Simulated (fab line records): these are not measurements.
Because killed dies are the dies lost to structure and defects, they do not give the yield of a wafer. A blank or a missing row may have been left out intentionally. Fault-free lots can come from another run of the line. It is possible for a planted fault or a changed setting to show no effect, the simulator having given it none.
Matching of chambers	flow nandHarc	NHARC_A_BLC_STRIP_29 on rieDiel-07: 4 sister chambers
The step strips in CF4. 30 wafers are shown with their chamber, then 12 later ones without.

WAFERS PAIRED WITH THEIR CHAMBERS
wafer	chamber	showerheadPlenumPTorr (Torr)	drypumpMotorCurrentA (A)	oesProductAu (a.u.)
L076.1	0	1.84	6.3	0.994
L076.2	1	1.69	4.9	1.012
L076.6	3	1.79	5.3	1.003
L074.1	0	1.84	6.3	0.993
L074.3	3	1.79	5.3	1.012
L074.4	2	1.72	5.3	1.010
L077.1	3	1.79	5.3	1.005
L077.2	2	1.72	5.3	1.026
L077.4	1	1.69	4.9	1.019
L082.1	1	1.68	5.0	1.016
L082.2	2	1.72	5.3	0.998
L082.4	2	1.72	5.4	1.013
L083.1	3	1.79	5.3	1.014
L083.2	2	1.72	5.4	0.999
L083.5	3	1.79	5.3	1.014
L087.2	0	1.84	6.3	0.987
L087.3	1	1.68	5.0	1.014
L087.5	2	1.72	5.4	0.997
L088.2	1	1.68	4.9	1.013
L088.3	0	1.84	6.3	1.002
L088.4	2	1.72	5.3	0.993
L086.1	0	1.84	6.3	1.005
L086.3	2	1.71	5.3	0.989
L086.5	0	1.84	6.3	1.004
L092.2	0	1.84	6.3	0.990
L092.3	2	1.72	5.3	0.987
L092.6	1	1.68	4.9	1.011
L091.1	1	1.68	5.0	1.016
L091.2	2	1.71	5.3	1.008
L091.6	1	1.68	5.0	1.019

SIGNATURES (means of the wafers above)
reading	chamber 0	chamber 1	chamber 2	chamber 3	scatter within a chamber
showerheadPlenumPTorr	1.8400	1.6825	1.7180	1.7900	0.00345
drypumpMotorCurrentA	6.300	4.950	5.330	5.300	0.0397
oesProductAu	0.99643	1.01500	1.00200	1.00960	0.00833
Rule: for a wafer and a chamber, the distance is found by dividing, reading by reading, the gap between the wafer's reading and the chamber's mean by the reading's scatter, squaring, summing and taking the root. If the next closest chamber is less than 2 further off than the closest, the wafer can't be placed; otherwise it belongs to the closest. The scatter: the root of (the sum of the squares of (reading less its chamber's mean) over the shown wafers, divided by (wafers less chambers)).

WAFERS WHOSE CHAMBER IS MISSING
wafer	showerheadPlenumPTorr (Torr)	drypumpMotorCurrentA (A)	oesProductAu (a.u.)
L093.1	1.84	6.3	1.002
L093.3	1.71	5.4	0.999
L093.5	1.79	5.3	0.997
L095.1	1.84	6.3	0.994
L095.4	1.79	5.3	0.996
L095.6	1.68	4.9	1.007
L096.3	1.84	6.3	0.998
L096.4	1.71	5.4	1.006
L096.5	1.84	6.3	1.003
L094.2	1.71	5.4	0.987
L094.4	1.79	5.3	1.001
L094.6	1.71	5.3	0.986

WHICH CHAMBER EACH ONE RAN IN
wafer	from the rows above	in truth
L093.1	0	0
L093.3	2	2
L093.5	3	3
L095.1	0	0
L095.4	3	3
L095.6	1	1
L096.3	0	0
L096.4	2	2
L096.5	0	0
L094.2	2	2
L094.4	3	3
L094.6	2	2
Correctly placed: 12 of 12. Not placeable from these rows: 0. Placed wrongly: 0.
